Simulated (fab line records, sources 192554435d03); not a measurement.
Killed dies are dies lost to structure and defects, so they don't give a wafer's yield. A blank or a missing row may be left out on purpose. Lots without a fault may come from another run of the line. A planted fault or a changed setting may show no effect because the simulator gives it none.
Chamber matching | flow n5_finfet | N5_MOL_CONTACT_COAG_ETCH_65 on rie_diel-02: 4 sister chambers
The step etches underlayer in N2/H2, target depth 13 nm, time 10.4 s. 4 wafers are shown with their chamber, then 8 later ones without.

WAFERS WITH THEIR CHAMBER
wafer  | chamber | showerhead_plenum_p_Torr (Torr)
L088.2 | 0       | 2.43
L088.3 | 2       | 2.40
L088.4 | 3       | 2.65
L089.1 | 1       | 2.55

WAFERS WITHOUT THEIR CHAMBER
wafer  | showerhead_plenum_p_Torr (Torr)
L089.4 | 2.43
L089.6 | 2.55
L093.2 | 2.40
L093.3 | 2.43
L093.4 | 2.55
L097.3 | 2.39
L097.4 | 2.54
L097.5 | 2.64

WHICH CHAMBER EACH WENT THROUGH
wafer  | from the rows above | in truth
L089.4 | 0                   | 0
L089.6 | 1                   | 1
L093.2 | 2                   | 2
L093.3 | 0                   | 0
L093.4 | 1                   | 1
L097.3 | 2                   | 2
L097.4 | 1                   | 1
L097.5 | 3                   | 3
Placed correctly: 8 of 8. Can't be placed from these rows: 0. Placed wrongly: 0.
How it was worked out, from the rows above alone: a wafer's distance from a chamber is the root of the sum, over the readings, of the square of ((its reading less the chamber's mean) divided by the reading's scatter). The wafer belongs to the nearest chamber; if the next one is less than 2 further off, it can't be placed. A chamber's mean is the mean of its shown wafers. The scatter: with one shown wafer a chamber, the root of the mean of the squares of how far each hidden wafer lies from its nearest shown one.
